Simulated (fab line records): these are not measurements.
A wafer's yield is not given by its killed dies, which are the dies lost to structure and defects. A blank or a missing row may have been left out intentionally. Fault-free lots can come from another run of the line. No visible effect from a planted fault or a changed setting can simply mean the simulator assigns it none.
Comparing a struck lot with a sound one | flow nand_harc | 14 steps out of a route of 1302
Sound: the wafers L445.1, L445.3, L445.6. The struck wafers were L441.2, L441.3, L441.4. The cause is named last.
Order at every step that has rows: each side's tool, ch and its chambers, its first start. Under that, the readings that differ: sound wafers | struck wafers | difference of the means | sigmas: that difference in standard deviations of wafers without a fault.
alike: same words and numbers on both sides, and readings whose means sit less than 2 such deviations apart. not compared: any withheld reading, any reading some wafer has no value for, any bound like >300 that may hide the same value, and any number with overlapping values for which the record gives no deviation.
A row with sigmas, a row that says differs or no value, or rows on one side alone: a step with any of these is where the two part. Numbers that have no deviation but don't overlap get no sigmas and don't part them. A reading missing from all wafers of one side parts the sides only when that side holds two or more wafers.

NHARC_A_STAIRCASE_DESCUM_11: chemistry O2, time 3 s.
  sound on rie_diel-04 ch 2,3, day 22 07:58; struck on rie_diel-11 ch 0,2,3, day 21 02:04
  alike: drypump_motor_current_A, mfc_ar_sccm, oes_product_au, rf_vpp_V, showerhead_plenum_p_Torr, throttle_valve_pct
  not compared: rf_hours_counter_h
then, 1 step without rows for these wafers: NHARC_A_STAIRCASE_TRIM_12 (chemistry O2, time 211.2 s).
NHARC_A_STAIRCASE_ETCH_13: etches the open film in C4F8/O2, target depth 100 nm, time 40.5 s.
  sound on rie_diel-04 ch 1,2,3; struck on rie_diel-11 ch 0,2,3
  alike: oes_product_au, rf_vpp_V
  not compared: rf_hours_counter_h
then, 1 step without rows for these wafers: NHARC_A_STAIRCASE_TRIM_14 (chemistry O2, time 211.2 s).
NHARC_A_STAIRCASE_ETCH_15: etches the open film in C4F8/O2, target depth 100 nm, time 40.5 s.
  sound on rie_diel-04 ch 1,2,3; struck on rie_diel-11 ch 1,2,3
  alike: oes_product_au, rf_vpp_V
  not compared: rf_hours_counter_h
NHARC_A_STAIRCASE_TRIM_16: chemistry O2, time 211.2 s.
  sound on rie_diel-04 ch 0,1,2; struck on rie_diel-11 ch 1,2,3
  alike: chamber_pressure_mTorr, drypump_motor_current_A, mfc_ar_sccm, oes_product_au, rf_vpp_V, showerhead_plenum_p_Torr, throttle_valve_pct
  not compared: rf_hours_counter_h
then, 2 steps without rows for these wafers: NHARC_A_STAIRCASE_ETCH_17 (etches the open film in C4F8/O2, target depth 100 nm, time 40.5 s); NHARC_A_STAIRCASE_TRIM_18 (chemistry O2, time 211.2 s).
NHARC_A_STAIRCASE_ETCH_19: etches the open film in C4F8/O2, target depth 100 nm, time 40.5 s.
  sound on rie_diel-04 ch 0,1; struck on rie_diel-11 ch 1,2,3
  alike: oes_product_au, rf_vpp_V
  not compared: rf_hours_counter_h
then, 2 steps without rows for these wafers: NHARC_A_STAIRCASE_TRIM_20 (chemistry O2, time 211.2 s); NHARC_A_STAIRCASE_ETCH_21 (etches the open film in C4F8/O2, target depth 100 nm, time 40.5 s).
NHARC_A_STAIRCASE_TRIM_22: chemistry O2, time 211.2 s.
  sound on rie_diel-11 ch 0,1,3, day 22 09:48; struck on rie_diel-04 ch 0,1,3, day 21 03:26
  no value came back on the struck wafers for any of 8 readings (bias_w (W), chamber_pressure_mTorr (mTorr) and others); on the sound wafers bias_w (W) reads 0 0 0
  not compared: rf_hours_counter_h
then, 1 step without rows for these wafers: NHARC_A_STAIRCASE_ETCH_23 (etches the open film in C4F8/O2, target depth 100 nm, time 40.5 s).
-- record jumps: 9 days between struck wafers' starts before vs after; left off in module A_STAIRCASE, resumes in module END, first step shown is number 1302 of the route --
NHARC_END_SORT_01:
  sound on prober-02 ch 0, day 31 04:23; struck on prober-01 ch 0, day 30 03:59
  reading         | sound | struck      | difference | sigmas
  killed_at_array | 70 78 | 675 674 673 | +600       | +38
  killed_dies     | 76 85 | 677 677 677 | +596       | +35
  alike: killed_at_other, killed_at_periphery, killed_open, killed_short

== WHERE THEY PART ==
Last at NHARC_END_SORT_01 as far as this record goes, first at NHARC_A_STAIRCASE_TRIM_22.

WHY: what the simulator had put in
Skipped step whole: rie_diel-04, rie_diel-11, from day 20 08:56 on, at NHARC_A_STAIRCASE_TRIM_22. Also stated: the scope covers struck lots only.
